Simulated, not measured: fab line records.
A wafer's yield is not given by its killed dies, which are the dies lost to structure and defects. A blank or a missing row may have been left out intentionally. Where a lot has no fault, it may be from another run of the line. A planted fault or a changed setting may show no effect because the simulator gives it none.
fab line records | flow n5Finfet
[record] lots = 7 wafers = 39
route steps=1938 shown FIN_SAQP@96 SD_EPI_P@321 HKMG_FIN@413 MOL_CONTACT_COAG@535 BEOL_M0_SAQP@672 BEOL_M1@838 BEOL_M4@1059
startH: hours from the record's first day to the start of the lot's first wafer shown | waitH: hours elapsed since this lot's preceding step | " as in the row above | L1.1+2: a row that stands for several wafers | - value missing, or start not given | * or withheld: withheld | < > ~ a bound
route shown NAME@n: names a module that has steps shown in the file, with the first one's number in the route | usual: average and standard deviation across the fault-free wafers | same: alike in all rows | chamber/n: place in a boat | sites: each site's reading | _std_site: how widely they spread, as a standard deviation | _edge_site: mean of outer sites minus mean of inner sites | radiusMm: how far each site lies from the wafer's centre | mask NAME#n: copy n | behind: the tool/chamber that last shaped the wafer | hold: cause of the lot's hold/its duration in hours/its outcome | device: the n, p or np transistor that did not switch | end of line: tests of these same wafers at the route's end | a step without rows: its recipe alone | killed: at the first sort, the dies lost to defects and structure; wafer yield is something else | map: a wafer's dies, x killed, . not, _ none there
set.NAME: the setting that was run; set.NAME@STEP: the one run at that earlier step | model.NAME: the simulator's own value behind a step, which no gauge read
lots whose settings were changed on purpose; a table a step, a row a wafer
[[steps]]
[step N5_FIN_SAQP_HM_DEP_03]
[recipe] material = SiNx targetThkA = 380 tempC = 400 precursor = SiH4/NH3/N2 pressureTorr = 1.5 rfW = 300 timeS = 33.6
// columns lot.wafer tool chamber startH waitH set.timeS model.SiNx_of_FIN_SAQP_HM_DEP_03.thkNm
L075.1 pecvd-01 0 28.84 0.2 33.6 38.23
L075.2 " 2 " " 19.81 22.67
L075.3 " 1 " " 19.81 22.84
L075.4 " 0 " " 33.6 38.91
L075.5 " 1 " " 33.6 38.51
L075.6 " 2 " " 19.81 22.97
L079.1 pecvd-02 2 51.57 0.2 33.6 37.62
L079.2 " 1 " " 15.26 16.76
L079.3 " 0 " " 15.26 16.91
L079.4 " 2 " " 33.6 38.06
L079.5 " 1 " " 15.26 16.79
L079.6 " 0 " " 33.6 37.99
L082.1 pecvd-02 1 69.14 0.2 44.36 49.35
L082.2 " 0 " " 33.6 37.58
L082.3 " 2 " " 33.6 37.71
L082.4 " 2 " " 44.36 50.2
L082.5 " 1 " " 33.6 38.08
L082.6 " 0 " " 44.36 49.93
L084.1 pecvd-02 0 81.66 0.3 33.6 37.52
L084.2 " 1 " " 33.6 37.9
L084.3 " 2 " " 33.6 37.59
L084.4 " 0 " " 33.6 37.92
L084.5 " 2 " " 33.6 38.4
L084.6 " 1 " " 33.6 38.39
L086.1 pecvd-02 1 94.05 0.3 33.6 38.36
L086.2 " 0 " " 27.44 30.89
L086.3 " 1 " " 33.6 39.34
L086.4 " 0 " " 27.44 31.13
L086.5 " 0 " " 27.44 31.37
L086.6 " 1 " " 33.6 38.95
L092.1 pecvd-04 0 129.84 0.2 33.6 37.48
L092.2 " 1 " " 33.6 37.91
L092.3 " 0 " " 33.6 38.23
L092.4 " 1 " " 33.6 38.57
L092.5 " 1 " " 33.6 38.29
L092.6 " 0 " " 33.6 38.07
L097.1 pecvd-02 0 159.02 0.2 33.6 37.24
L097.2 " 2 " " 33.6 37.92
L097.6 " 2 " " 33.6 38.5
[step N5_FIN_SAQP_THK_MEAS_05]
[usual] thkNm = 38.0/0.5
// columns lot.wafer tool chamber startH waitH set.timeS@FIN_SAQP_HM_DEP_03 thkNm
L075.1 filmMetro-01 - 28.93 0.1 33.6 38.3
L075.2 " - " " 19.81 22.6
L075.3 " - " " 19.81 22.8
L075.4 " - " " 33.6 39.0
L075.5 " - " " 33.6 38.6
L075.6 " - " " 19.81 23.0
L079.1 filmMetro-02 - 51.66 0.1 33.6 37.6
L079.2 " - " " 15.26 16.8
L079.3 " - " " 15.26 16.9
L079.4 " - " " 33.6 38.1
L079.5 " - " " 15.26 16.8
L079.6 " - " " 33.6 38.0
L082.1 filmMetro-02 - 69.23 0.1 44.36 49.4
L082.2 " - " " 33.6 37.6
L082.3 " - " " 33.6 37.7
L082.4 " - " " 44.36 50.2
L082.5 " - " " 33.6 38.1
L082.6 " - " " 44.36 49.9
L084.1 filmMetro-01 - 81.75 0.1 33.6 37.5
L084.2 " - " " 33.6 37.9
L084.3 " - " " 33.6 37.6
L084.4 " - " " 33.6 37.9
L084.5 " - " " 33.6 38.4
L084.6 " - " " 33.6 38.4
L086.1 filmMetro-02 - 94.17 0.1 33.6 38.3
L086.2 " - " " 27.44 30.9
L086.3 " - " " 33.6 39.4
L086.4 " - " " 27.44 31.1
L086.5 " - " " 27.44 31.4
L086.6 " - " " 33.6 38.9
L092.1 filmMetro-01 - 129.96 0.1 33.6 37.5
L092.2 " - " " 33.6 37.9
L092.3 " - " " 33.6 38.2
L092.4 " - " " 33.6 38.6
L092.5 " - " " 33.6 38.3
L092.6 " - " " 33.6 38.1
L097.1 filmMetro-02 - 159.11 0.1 33.6 37.2
L097.2 " - " " 33.6 37.9
L097.6 " - " " 33.6 38.5
[step N5_FIN_SAQP_PECVD_47]
[recipe] material = a-Si targetThkA = 450 tempC = 400 precursor = SiH4/He pressureTorr = 3 rfW = 100 timeS = 36.3
[step N5_FIN_SAQP_PECVD_48]
[recipe] material = SiNx targetThkA = 250 tempC = 400 precursor = SiH4/NH3/N2 pressureTorr = 1.5 rfW = 300 timeS = 22.1
[step N5_FIN_SAQP_MANDREL2_REMOVE_60]
[recipe] chemistry = HBr/Cl2/O2 btTimeS = 10 target = a-Si stopOn = SiNx endpoint = OES-SiCl overEtchFrac = 1 icpW = 600 biasW = 22 HBr_flow_sccm = 150 Cl2_flow_sccm = 80 O2_flow_sccm = 5 pressureMtorr = 10
[step N5_FIN_SAQP_HM_OPEN_33]
[recipe] chemistry = CH3F/O2 target = SiNx maskMaterial = SiO2 targetDepthA = 494 timeS = 70.6 pressureMtorr = 30 sourceW = 395 biasW = 73 Ar_flow_sccm = 150 CH3F_flow_sccm = 30 O2_flow_sccm = 20 ionEnergyEv = 120 ends = cleared
[usual] etchRfOnTimeS = 69.3/1.6
// columns lot.wafer tool chamber startH waitH set.timeS@FIN_SAQP_HM_DEP_03 etchRfOnTimeS model.etch.depthNm
L075.1 rieDiel-06 2 33.66 0.0 33.6 71.1 37.54
L075.2 " 0 " " 19.81 40.2 21.9
L075.3 " 1 " " 19.81 40.8 22.21
L075.4 " 3 " " 33.6 73.1 38.29
L075.5 " 1 " " 33.6 69.4 37.74
L075.6 " 2 " " 19.81 42.3 22.35
L079.1 rieDiel-03 0 56.71 0.1 33.6 69.1 36.95
L079.2 " 3 " " 15.26 30.0 16.11
L079.3 " 1 " " 15.26 29.3 16.29
L079.4 " 2 " " 33.6 71.0 37.42
L079.5 " 2 " " 15.26 30.4 16.14
L079.6 " 3 " " 33.6 68.9 37.33
L082.1 rieDiel-06 3 74.67 0.0 44.36 92.2 48.58
L082.2 " 2 " " 33.6 68.5 36.95
L082.3 " 0 " " 33.6 68.0 37.02
L082.4 " 1 " " 44.36 90.0 49.58
L082.5 " 0 " " 33.6 68.0 37.31
L082.6 " 3 " " 44.36 92.7 49.3
L084.1 rieDiel-03 1 87.11 0.0 33.6 65.2 36.66
L084.2 " 0 " " 33.6 68.9 37.28
L084.3 " 3 " " 33.6 68.5 36.81
L084.4 " 2 " " 33.6 69.4 37.29
L084.5 " 2 " " 33.6 69.5 37.63
L084.6 " 1 " " 33.6 67.6 37.77
L086.1 rieDiel-02 3 99.12 0.0 33.6 68.1 37.49
L086.2 " 1 " " 27.44 56.9 30.27
L086.3 " 2 " " 33.6 71.8 38.72
L086.4 " 0 " " 27.44 56.5 30.26
L086.5 " 2 " " 27.44 56.9 30.75
L086.6 " 3 " " 33.6 69.8 38.32
L092.1 rieDiel-06 0 135.62 0.1 33.6 68.4 36.86
L092.2 " 3 " " 33.6 70.6 37.25
L092.3 " 2 " " 33.6 71.1 37.58
L092.4 " 1 " " 33.6 70.0 37.93
L092.5 " 3 " " 33.6 71.5 37.66
L092.6 " 2 " " 33.6 71.1 37.4
L097.1 rieDiel-03 2 163.99 0.0 33.6 69.0 36.61
L097.2 " 1 " " 33.6 68.0 37.23
L097.6 " 2 " " 33.6 71.5 37.81
[step N5_SD_EPI_P_EPI_21]
[recipe] material = SiGe:B dopant = B tempC = 550 pressureTorr = 20 ambient = H2 timeS = 355
// columns lot.wafer tool chamber startH waitH set.epiGrowthTimeS model.SiGe-B_of_SD_EPI_P_EPI_21.thkNm
L075.1 epiRpcvd-01 0 64.86 0.1 355 63
L075.2 " 0 " " 355 62
L075.3+6 " 0 " " 355 62.2
L075.4 " 0 " " 355 61.6
L075.5 " 0 " " 355 62.4
L079.1 epiRpcvd-03 0 86.82 0.1 355 60.6
L079.2 " 0 " " 355 61.6
L079.3 " 0 " " 355 61.2
L079.4 " 0 " " 552.9 81.8
L079.5 " 0 " " 552.9 83.2
L079.6 " 0 " " 552.9 83.6
L082.1+5 epiRpcvd-02 0 107.69 0.2 212.7 39.6
L082.2+4 " 0 " " 355 60.8
L082.3 " 0 " " 212.7 40
L082.6 " 0 110.09 2.4 355 61
L084.1+3 epiRpcvd-01 0 118.21 0.1 355 61.6
L084.2 " 0 " " 355 61.8
L084.4 " 0 " " 355 62.6
L084.5 " 0 " " 355 61.4
L084.6 " 0 " " 355 62
L086.1 epiRpcvd-01 0 128.65 0.2 355 61.6
L086.2+4 " 0 " " 355 61.4
L086.3+5 " 0 " " 444.9 71.4
L086.6 " 0 131.05 2.4 444.9 71.6
L092.1+6 epiRpcvd-03 0 164.09 0.1 355 60.2
L092.2+3 " 0 " " 355 61.4
L092.4 " 0 " " 355 60.8
L092.5 " 0 " " 355 61
L097.1 epiRpcvd-03 0 192.86 0.1 355 63
L097.2 " 0 " " 355 63.4
L097.6 " 0 194.66 1.8 355 63.6
[step N5_SD_EPI_P_EPI_MEAS_23]
[recipe] mode = xrd
[usual] thkNm = 61.3/1.3
// columns lot.wafer tool chamber startH waitH set.epiGrowthTimeS@SD_EPI_P_EPI_21 thkNm
L075.1 filmMetro-01 - 67.06 1.8 355 62.2
L075.2 " - " " 355 60.8
L075.3 " - " " 355 63.0
L075.4 " - " " 355 62.5
L075.5 " - " " 355 61.0
L075.6 " - " " 355 63.0
L079.1 filmMetro-01 - 89.01 1.8 355 59.6
L079.2 " - " " 355 61.6
L079.3 " - " " 355 59.6
L079.4 " - " " 552.9 81.6
L079.5 " - " " 552.9 82.5
L079.6 " - " " 552.9 83.9
L082.1 filmMetro-01 - 110.61 2.4 212.7 38.1
L082.2 " - " " 355 60.8
L082.3 " - " " 212.7 38.4
L082.4 " - " " 355 61.0
L082.5 " - " " 212.7 39.4
L082.6 " - " " 355 60.7
L084.1 filmMetro-02 - 120.41 1.8 355 61.7
L084.2 " - " " 355 62.2
L084.3 " - " " 355 60.0
L084.4 " - " " 355 64.1
L084.5 " - " " 355 62.9
L084.6 " - " " 355 60.3
L086.1 filmMetro-02 - 131.56 2.4 355 63.8
L086.2 " - " " 355 61.6
L086.3 " - " " 444.9 71.6
L086.4 " - " " 355 57.7
L086.5 " - " " 444.9 71.5
L086.6 " - " " 444.9 71.4
L092.1 filmMetro-01 - 166.29 1.8 355 60.1
L092.2 " - " " 355 61.7
L092.3 " - " " 355 61.7
L092.4 " - " " 355 59.6
L092.5 " - " " 355 59.9
L092.6 " - " " 355 60.1
L097.1 filmMetro-01 - 195.06 1.8 355 63.5
L097.2 " - " " 355 62.2
L097.6 " - " " 355 65.0
[step N5_HKMG_FIN_CVD_62]
[recipe] material = a-Si targetThkA = 30 tempC = 500 precursor = Si2H6 pressureTorr = 1 timeS = 20.8
// columns lot.wafer tool chamber startH waitH set.timeS model.a-Si_of_HKMG_FIN_CVD_62.thkNm
L075.1+3+4 thermalCvdSi-01 2,0,0 82.69 0.2 20.8 3
L075.2+6 " 1,2 " " 25.43 3.8
L075.5 " 1 " " 25.43 3.6
L079.1+2+3+4+6 thermalCvdSi-01 1,2,0,1,2 105.35 0.2 20.8 3
L079.5 " 0 " " 20.8 2.8
L082.1+5 thermalCvdSi-02 2,0 126.59 0.2 24.01 3.4
L082.2 " 0 " " 24.01 3.2
L082.3+4+6 " 1,1,2 " " 20.8 2.8
L084.1+5+6 thermalCvdSi-02 2,0,2 135.96 0.2 29.89 4.2
L084.2 " 0 " " 20.8 2.8
L084.3+4 " 1 " " 20.8 3
L086.1+5+6 thermalCvdSi-02 2,1,2 146.77 0.2 20.8 3
L086.2+3+4 " 0,1,0 " " 13.2 1.8
L092.1+6 thermalCvdSi-02 0 181.75 0.2 32.29 4.6
L092.2 " 1 " " 20.8 3.2
L092.3 " 2 " " 32.29 4.8
L092.4+5 " 2,1 " " 20.8 3
L097.1+2+6 thermalCvdSi-01 1,2,0 209.99 0.2 20.8 3
[step N5_MOL_CONTACT_COAG_CONTACT_ETCH_14]
[recipe] chemistry = C4F6/O2 target = SiO2 targetDepthA = 275 overetchA = 85 maskMaterial = SOC pressureMtorr = 30 sourceW = 370 biasW = 185 Ar_flow_sccm = 300 C4F6_flow_sccm = 16 O2_flow_sccm = 10 timeS = 20 ionEnergyEv = 259.6
// columns lot.wafer tool chamber startH waitH set.timeS model.SOC_of_MOL_CONTACT_COAG_COAT_103.thkNm
L075.1+5 rieDiel-06 3 97.45 0.0 20 78.8
L075.2+6 " 2 " " 26.05 78.4
L075.3 " 0 " " 20 78.6
L075.4 " 1 " " 26.05 78
L079.1+4+5 rieDiel-03 2,3,0 119.34 0.0 20 78.4
L079.2 " 0 " " 20 78.6
L079.3+6 " 1 " " 20 78.2
L082.1+5 rieDiel-06 3,1 140.47 0.0 20 78.4
L082.2 " 2 " " 31.7 77.2
L082.3 " 0 " " 31.7 77.6
L082.4 " 1 " " 31.7 77.4
L082.6 " 2 " " 20 78.6
L084.1+5+6 rieDiel-02 1,2,1 149.91 0.0 20 78.8
L084.2 " 2 " " 20 78.4
L084.3+4 " 3,0 " " 20 78.6
L086.1+3 rieDiel-03 2,0 161.05 0.0 20 78.6
L086.2 " 3 " " 20 78.8
L086.4+5+6 " 1,1,0 " " 8.456 79.4
L092.1 rieDiel-03 1 195.81 0.0 28.39 77.8
L092.2+4+6 " 0,3,1 " " 20 78.4
L092.3+5 " 2 " " 28.39 78
L097.1 rieDiel-03 3 224.61 0.0 20 78.6
L097.2+6 " 0 " " 20 78.2
[step N5_BEOL_M0_SAQP_ETCH_106]
[recipe] chemistry = N2/H2 target = SOC targetDepthA = 1500 stopOn = SiNx ionEnergyEv = 100 biasW = 61 pressureMtorr = 30 sourceW = 850 n2FlowSccm = 200 h2FlowSccm = 200
// columns lot.wafer tool chamber startH waitH set.targetDepthA model.SOC_of_BEOL_M0_SAQP_COAT_105.thkNm
L075.1 rieDiel-05 1 120.42 - 1500 21.4
L075.2 " 0 " " 1500 25
L075.3 " 2 " " 1500 21.8
L075.4 " 3 " " 1500 23.8
L075.5 " 3 " " 1500 23
L075.6 " 0 " " 1500 24.2
L079.1+3+6 rieDiel-05 2,1,2 142.74 - 1981 0
L079.2 " 0 " " 1500 24.6
L079.4+5 " 3 " " 1500 22.2
L082.1 rieDiel-04 0 159.65 - 1500 25.6
L082.2 " 3 " " 1008 49.2
L082.3 " 1 " " 1500 25
L082.4 " 2 " " 1500 24.2
L082.5 " 2 " " 1008 49.6
L082.6 " 1 " " 1008 50
L084.1+2+3 rieDiel-04 0,1,2 171.70 - 2354 0
L084.4+6 " 3,0 " " 1500 24.2
L084.5 " 1 " " 1500 25.2
L086.1 rieDiel-05 0 185.31 - 1782 10.2
L086.2 " 3 " " 1500 21.2
L086.3 " 1 " " 1782 6.2
L086.4 " 2 " " 1782 6.8
L086.5 " 0 " " 1500 24
L086.6 " 1 " " 1500 21.4
L092.1+5 rieDiel-04 3,2 216.88 - 1500 24.6
L092.2+3+6 " 1,2,1 " " 2250 0
L092.4 " 0 " " 1500 24.2
L097.1+6 rieDiel-05 3,1 249.67 - 1500 22.4
L097.2 " 1 " " 1500 22.2
[step N5_BEOL_M0_SAQP_ETCH_107]
[recipe] chemistry = CH3F/O2 target = SiNx targetDepthA = 300 maskMaterial = SOC pressureMtorr = 30 sourceW = 395 biasW = 73 Ar_flow_sccm = 150 CH3F_flow_sccm = 30 O2_flow_sccm = 20 ionEnergyEv = 120
// columns lot.wafer tool chamber startH waitH set.targetDepthA@BEOL_M0_SAQP_ETCH_106 model.SOC_of_BEOL_M0_SAQP_COAT_105.thkNm
L075.1 rieDiel-05 1 120.48 0.0 1500 10.2
L075.2 " 0 " " 1500 14.2
L075.3 " 2 " " 1500 10.6
L075.4 " 3 " " 1500 12.8
L075.5 " 3 " " 1500 12
L075.6 " 0 " " 1500 13.4
L079.1+3+6 rieDiel-05 2,1,2 142.80 0.0 1981 0
L079.2 " 0 " " 1500 13.8
L079.4+5 " 3 " " 1500 11.2
L082.1 rieDiel-04 0 159.71 0.0 1500 14.6
L082.2 " 3 " " 1008 38.2
L082.3 " 1 " " 1500 14.2
L082.4 " 2 " " 1500 13.2
L082.5 " 2 " " 1008 38.8
L082.6 " 1 " " 1008 39.2
L084.1+2+3 rieDiel-04 0,1,2 171.76 0.0 2354 0
L084.4 " 3 " " 1500 13.4
L084.5 " 1 " " 1500 14.4
L084.6 " 0 " " 1500 13.2
L086.1+3+4 rieDiel-05 0,1,2 185.37 0.0 1782 0
L086.2 " 3 " " 1500 10.2
L086.5 " 0 " " 1500 13.2
L086.6 " 1 " " 1500 10.4
L092.1+5 rieDiel-04 3,2 216.94 0.0 1500 13.8
L092.2+3+6 " 1,2,1 " " 2250 0
L092.4 " 0 " " 1500 13.4
L097.1 rieDiel-05 3 249.73 0.0 1500 11.6
L097.2 " 1 " " 1500 11.2
L097.6 " 1 " " 1500 11.4
[step N5_BEOL_M1_DEP_57]
[recipe] material = SiCN targetThkA = 80 tempC = withheld precursor = 3MS/NH3 pressureTorr = 3 rfW = 202 timeS = 14
// columns lot.wafer tool chamber startH waitH set.targetThkA model.SiCN_of_BEOL_M1_DEP_57.thkNm
L075.1 pecvd-03 0 156.79 0.0 80 8
L075.2 " 1 " " 80 7.8
L075.3 " 2 " " 94.04 9.2
L075.4 " 0 " " 80 8.2
L075.5+6 " 1,2 " " 94.04 9.4
L079.1 pecvd-02 2 161.71 0.0 122.5 12
L079.2+6 " 0,2 " " 80 8
L079.3 " 1 " " 80 8.2
L079.4 " 1 " " 122.5 12.8
L079.5 " 0 " " 122.5 12.4
L082.1+5 pecvd-03 2,1 190.70 0.0 57.46 5.6
L082.2 " 0 " " 80 8
L082.3+6 " 1,0 " " 80 8.2
L082.4 " 2 " " 57.46 6
L084.1 pecvd-04 1 209.03 0.0 80 8.4
L084.2+6 " 2,0 " " 80 8.2
L084.3 " 0 " " 105.5 10.6
L084.4+5 " 2,1 " " 105.5 11
L086.1+6 pecvd-04 0 212.43 0.0 80 7.8
L086.2+3 " 1,2 " " 80 8
L086.4+5 " 2,1 " " 80 8.2
L092.1+2+3+5 pecvd-02 0,2,1,2 255.57 0.0 80 8
L092.4+6 " 0,1 " " 80 8.2
L097.1+6 pecvd-04 1 278.68 0.0 80 8.2
L097.2 " 0 " " 80 8
[step N5_BEOL_M4_DESCUM_33]
[recipe] chemistry = O2 timeS = 7 sourcePowerW = 50 biasPowerW = 20 pressureMtorr = 20 rfFrequencyHz = 2.712e+07 tempC = 40 resist = CAR-EUV o2FlowSccm = 225
// columns lot.wafer tool chamber startH waitH set.timeS model.CAR-EUV_of_BEOL_M4_COAT_22.thkNm
L075.1+5 rieDiel-03 3,0 210.19 0.0 7 26.2
L075.2+3+4 " 1,0,2 " " 4.805 27.2
L075.6 " 1 " " 7 26
L079.1+5+6 rieDiel-03 3,1,2 214.81 0.0 7 26
L079.2+3+4 " 1,0,2 " " 9.624 24.6
L082.1+2+3+4+5+6 rieDiel-06 3,2,1,0,2,1 226.03 0.0 7 26
L086.1+2+4+5+6 rieDiel-06 2,1,3,3,2 263.57 0.0 7 26.2
L086.3 " 0 " " 7 26
L084.1+2+4+5+6 rieDiel-03 2,0,1,3,0 275.40 0.1 7 26.2
L084.3 " 3 " " 7 26.4
L092.1+2+5 rieDiel-02 1,0,1 297.94 0.3 7 26
L092.3+4+6 " 3,2,2 " " 7 25.8
L097.1+2+6 rieDiel-02 2,1,0 346.92 0.0 7 26
[step N5_BEOL_M4_ETCH_77]
[recipe] chemistry = N2/H2 target = underlayer targetDepthA = 65 maskMaterial = CAR-EUV timeS = 5.2 ionEnergyEv = 200 pressureMtorr = 30 sourceW = 840 biasW = 150 n2FlowSccm = 200 h2FlowSccm = 200 ends = cleared
// columns lot.wafer tool chamber startH waitH set.timeS@BEOL_M4_DESCUM_33 model.CAR-EUV_of_BEOL_M4_COAT_22.thkNm
L075.1+5 rieDiel-03 3,0 210.22 0.0 7 20.4
L075.2+3+4 " 1,0,2 " " 4.805 21.4
L075.6 " 1 " " 7 20.2
L079.1+5+6 rieDiel-03 3,1,2 214.84 0.0 7 20.2
L079.2+4 " 1,2 " " 9.624 18.8
L079.3 " 0 " " 9.624 19
L082.1+3+6 rieDiel-06 3,1,1 226.07 0.0 7 20.2
L082.2+4+5 " 2,0,2 " " 7 20.4
L086.1 rieDiel-06 2 263.61 0.0 7 20.6
L086.2+3+4+5+6 " 1,0,3,3,2 " " 7 20.4
L084.1+2 rieDiel-03 2,0 275.43 0.0 7 20.4
L084.3+4+5+6 " 3,1,3,0 " " 7 20.6
L092.1+2+4+5+6 rieDiel-02 1,0,2,1,2 297.97 0.0 7 20.2
L092.3 " 3 " " 7 20
L097.1+2+6 rieDiel-02 2,1,0 346.95 0.0 7 20.2
[step N5_BEOL_M4_ETCH_69]
[recipe] chemistry = CF4 target = SiARC targetDepthA = 156 maskMaterial = CAR-EUV timeS = 26 ionEnergyEv = 80 pressureMtorr = 40 sourceW = 545 biasW = 36 Ar_flow_sccm = 100 cf4FlowSccm = 100 ends = cleared
// columns lot.wafer tool chamber startH waitH set.timeS@BEOL_M4_DESCUM_33 model.CAR-EUV_of_BEOL_M4_COAT_22.thkNm
L075.1+5 rieDiel-03 3,0 210.24 0.0 7 11.2
L075.2+3+4 " 1,0,2 " " 4.805 12.2
L075.6 " 1 " " 7 11
L079.1+5+6 rieDiel-03 3,1,2 214.86 0.0 7 11
L079.2 " 1 " " 9.624 9.6
L079.3+4 " 0,2 " " 9.624 9.8
L082.1+3+5+6 rieDiel-06 3,1,2,1 226.08 0.0 7 11
L082.2+4 " 2,0 " " 7 11.2
L086.1 rieDiel-06 2 263.63 0.0 7 11.4
L086.2+3+4+5+6 " 1,0,3,3,2 " " 7 11.2
L084.1 rieDiel-03 2 275.45 0.0 7 11
L084.2+4+5 " 0,1,3 " " 7 11.2
L084.3+6 " 3,0 " " 7 11.4
L092.1+2+4+5+6 rieDiel-02 1,0,2,1,2 297.99 0.0 7 11
L092.3 " 3 " " 7 10.8
L097.1+6 rieDiel-02 2,0 346.97 0.0 7 11.2
L097.2 " 1 " " 7 11
[[key]]
[split] step = N5_FIN_SAQP_HM_DEP_03 setting = timeS stated = 33.6 by = wafer
[response] step = N5_FIN_SAQP_HM_DEP_03 reading = model.SiNx_of_FIN_SAQP_HM_DEP_03.thkNm change = +0.386 per = 1% r = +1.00
[response] step = N5_FIN_SAQP_THK_MEAS_05 reading = thkNm change = * per = 1% r = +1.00
[response] step = N5_FIN_SAQP_HM_OPEN_33 reading = etchRfOnTimeS change = * per = 1% r = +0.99
[response] step = N5_FIN_SAQP_HM_OPEN_33 reading = model.etch.depthNm change = +0.385 per = 1% r = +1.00
[split] step = N5_SD_EPI_P_EPI_21 setting = epiGrowthTimeS stated = 355 by = wafer
[response] step = N5_SD_EPI_P_EPI_21 reading = model.SiGe-B_of_SD_EPI_P_EPI_21.thkNm change = +0.432 per = 1% r = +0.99
[response] step = N5_SD_EPI_P_EPI_MEAS_23 reading = thkNm change = * per = 1% r = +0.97
[split] step = N5_HKMG_FIN_CVD_62 setting = timeS stated = 20.8 by = wafer
[response] step = N5_HKMG_FIN_CVD_62 reading = model.a-Si_of_HKMG_FIN_CVD_62.thkNm change = +0.0302 per = 1% r = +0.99
[split] step = N5_MOL_CONTACT_COAG_CONTACT_ETCH_14 setting = timeS stated = 20 by = wafer
[response] step = N5_MOL_CONTACT_COAG_CONTACT_ETCH_14 reading = model.SOC_of_MOL_CONTACT_COAG_COAT_103.thkNm change = -0.0147 per = 1% r = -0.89
[split] step = N5_BEOL_M0_SAQP_ETCH_106 setting = targetDepthA stated = 1500 by = wafer
[response] step = N5_BEOL_M0_SAQP_ETCH_106 reading = model.SOC_of_BEOL_M0_SAQP_COAT_105.thkNm change = -0.541 per = 1% r = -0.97
[response] step = N5_BEOL_M0_SAQP_ETCH_107 reading = model.SOC_of_BEOL_M0_SAQP_COAT_105.thkNm shape = bent atLowest = 38.73 atStated = 12.56 atHighest = 0
[split] step = N5_BEOL_M1_DEP_57 setting = targetThkA stated = 80 by = wafer
[response] step = N5_BEOL_M1_DEP_57 reading = model.SiCN_of_BEOL_M1_DEP_57.thkNm change = +0.0818 per = 1% r = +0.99
[split] step = N5_BEOL_M4_DESCUM_33 setting = timeS stated = 7 by = wafer
[response] step = N5_BEOL_M4_DESCUM_33 reading = model.CAR-EUV_of_BEOL_M4_COAT_22.thkNm change = -0.036 per = 1% r = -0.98
[response] step = N5_BEOL_M4_ETCH_77 reading = model.CAR-EUV_of_BEOL_M4_COAT_22.thkNm change = -0.0349 per = 1% r = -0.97
[response] step = N5_BEOL_M4_ETCH_69 reading = model.CAR-EUV_of_BEOL_M4_COAT_22.thkNm change = -0.0339 per = 1% r = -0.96
